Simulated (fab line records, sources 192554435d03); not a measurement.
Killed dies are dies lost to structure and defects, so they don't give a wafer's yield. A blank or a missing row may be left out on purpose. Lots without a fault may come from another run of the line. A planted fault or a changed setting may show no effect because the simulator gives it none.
Which tool did it? | flow n5_finfet | 12 lots, 36 wafers sampled, at 2 steps of a route of 1938

WHAT THE GAUGES READ, wafer by wafer
N5_BEOL_M14_CD_MEAS_10: target cd 250 nm.
lot  | measured     | on        | cd_nm (nm)
L076 | day 13 09:40 | cd_sem-02 | 249.0 251.4 251.8
L078 | day 14 00:56 | cd_sem-03 | 250.8 251.0 250.0
L081 | day 14 01:26 | cd_sem-03 | 247.9 250.9 250.0
L077 | day 14 05:57 | cd_sem-01 | 250.4 249.1 248.8
L082 | day 14 23:35 | cd_sem-02 | 250.4 249.6 250.2
L086 | day 15 10:44 | cd_sem-02 | 252.4 252.2 251.6
L089 | day 15 19:32 | cd_sem-01 | 250.3 250.7 252.1
L088 | day 16 10:01 | cd_sem-01 | 248.4 250.0 249.6
L092 | day 16 21:56 | cd_sem-01 | 251.1 249.6 251.4
L093 | day 17 00:35 | cd_sem-03 | 249.0 248.3 249.5
L095 | day 18 06:15 | cd_sem-01 | 250.5 248.9 249.3
L097 | day 19 07:50 | cd_sem-02 | 248.8 249.9 249.3

WHICH TOOL RAN EACH LOT (tool, then ch and the chambers of the sampled wafers, then the start)
lot  | N5_BEOL_M13_STRIP_37
L076 | plasma_asher-01 ch 0,1, day 13 06:53
L078 | plasma_asher-02 ch 0,1, day 13 16:35
L081 | plasma_asher-02 ch 0,1, day 13 22:00
L077 | plasma_asher-01 ch 0, day 14 02:47
L082 | plasma_asher-01 ch 0,1, day 14 20:34
L086 | plasma_asher-02 ch 0,1, day 15 05:52
L089 | plasma_asher-02 ch 0,1, day 15 15:26
L088 | plasma_asher-01 ch 0,1, day 16 05:54
L092 | plasma_asher-02 ch 0,1, day 16 17:26
L093 | plasma_asher-01 ch 0,1, day 16 20:02
L095 | plasma_asher-02 ch 0, day 18 02:13
L097 | plasma_asher-02 ch 0,1, day 19 01:59
- N5_BEOL_M13_STRIP_37: strips in N2/H2.

THE ANSWER, worked out from the rows above alone
Rule: what is usual is taken from the lots themselves. Put in order of their means at a reading, lots are off if they are a third of the lots or fewer, leave a main group of 4 or more, and stand apart from it by a gap of 3 or more times the standard deviation of the main group's means; of several such gaps the widest counts. A main group whose means are all the same, to the digits that the tables above print for the reading, isn't used. A lot without any number at a reading at which 4 lots or more have one is off too. The other lots that the step has rows for count as sound.
No lot is off at any reading shown: from this, nothing can be told.

WHAT THE SIMULATOR HAD PUT IN
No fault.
